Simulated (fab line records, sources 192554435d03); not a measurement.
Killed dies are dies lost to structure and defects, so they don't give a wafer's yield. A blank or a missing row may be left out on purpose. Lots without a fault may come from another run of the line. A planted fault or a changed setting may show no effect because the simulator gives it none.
Which tool did it? | flow n5_finfet | 9 lots, 27 wafers sampled, at 5 steps of a route of 1938

WHAT THE GAUGES READ, wafer by wafer
N5_BEOL_M1_THK_MEAS_53: measures by xrf.
lot  | measured     | on            | M1_THK (nm)
L941 | day 6 23:32  | film_metro-02 | 39.4 39.4 41.0
L942 | day 7 09:37  | film_metro-02 | 39.5 40.9 42.3
L949 | day 8 22:56  | film_metro-01 | 38.1 38.4 42.8
L950 | day 9 16:49  | film_metro-01 | 38.8 41.1 38.2
L954 | day 10 12:16 | film_metro-02 | 40.5 40.8 43.1
L957 | day 11 02:37 | film_metro-02 | 297.6 304.1 295.7
L958 | day 11 10:11 | film_metro-02 | 298.4 300.5 302.2
L960 | day 11 17:55 | film_metro-01 | 36.6 40.2 36.0
L962 | day 12 08:55 | film_metro-02 | 41.0 44.6 42.1

WHICH TOOL RAN EACH LOT (tool, then ch and the chambers of the sampled wafers, then the start)
lot  | N5_BEOL_M1_ANNEAL_82         | N5_BEOL_M1_ANNEAL_93         | N5_BEOL_M1_SPUTTER_94        | N5_BEOL_M1_CMP_52
L941 | pvd_sputter-03, day 6 21:20  | pvd_sputter-03, day 6 22:13  | pvd_sputter-03, day 6 22:21  | cmp-04 ch 0,1, day 6 23:16
L942 | pvd_sputter-02, day 7 07:35  | pvd_sputter-02, day 7 08:28  | pvd_sputter-02, day 7 08:37  | cmp-04 ch 0,3, day 7 09:20
L949 | pvd_sputter-03, day 8 20:53  | pvd_sputter-03, day 8 21:46  | pvd_sputter-03, day 8 21:55  | cmp-04 ch 0,2,3, day 8 22:38
L950 | pvd_sputter-02, day 9 14:47  | pvd_sputter-02, day 9 15:40  | pvd_sputter-02, day 9 15:49  | cmp-04 ch 0,2,3, day 9 16:36
L954 | pvd_sputter-02, day 10 10:14 | pvd_sputter-02, day 10 11:07 | pvd_sputter-02, day 10 11:15 | cmp-02 ch 0,1, day 10 11:58
L957 | pvd_sputter-01, day 11 00:35 | pvd_sputter-01, day 11 01:28 | pvd_sputter-01, day 11 01:36 | cmp-03 ch 0,1, day 11 02:21
L958 | pvd_sputter-01, day 11 08:10 | pvd_sputter-01, day 11 09:02 | pvd_sputter-01, day 11 09:11 | cmp-04 ch 1,2,3, day 11 09:54
L960 | pvd_sputter-01, day 11 15:53 | pvd_sputter-01, day 11 16:46 | pvd_sputter-01, day 11 16:55 | cmp-03 ch 0,1, day 11 17:37
L962 | pvd_sputter-02, day 12 06:53 | pvd_sputter-02, day 12 07:46 | pvd_sputter-02, day 12 07:55 | cmp-02 ch 2,3, day 12 08:38
- N5_BEOL_M1_ANNEAL_82: time 240 s.
- N5_BEOL_M1_ANNEAL_93: time 240 s.
- N5_BEOL_M1_SPUTTER_94: material Cu, target thk 4.5 nm, time 8.29 s.
- N5_BEOL_M1_CMP_52: polishes, stops on SiOC, t overpolish 6.8 s, target thk 40 nm.

THE ANSWER, worked out from the rows above alone
Rule: what is usual is taken from the lots themselves. Put in order of their means at a reading, lots are off if they are a third of the lots or fewer, leave a main group of 4 or more, and stand apart from it by a gap of 3 or more times the standard deviation of the main group's means; of several such gaps the widest counts. A main group whose means are all the same, to the digits that the tables above print for the reading, isn't used. A lot without any number at a reading at which 4 lots or more have one is off too. The other lots that the step has rows for count as sound.
Off: L957, L958, at N5_BEOL_M1_THK_MEAS_53 (M1_THK). The main group: mean 40.2 nm, standard deviation 1.5.
A tool fits if, at a process step before that reading, it ran every lot that is off, and no sound lot after the first of them. The gauges at N5_BEOL_M1_THK_MEAS_53 are tried like those tools. None of those tried fits.

WHAT THE SIMULATOR HAD PUT IN
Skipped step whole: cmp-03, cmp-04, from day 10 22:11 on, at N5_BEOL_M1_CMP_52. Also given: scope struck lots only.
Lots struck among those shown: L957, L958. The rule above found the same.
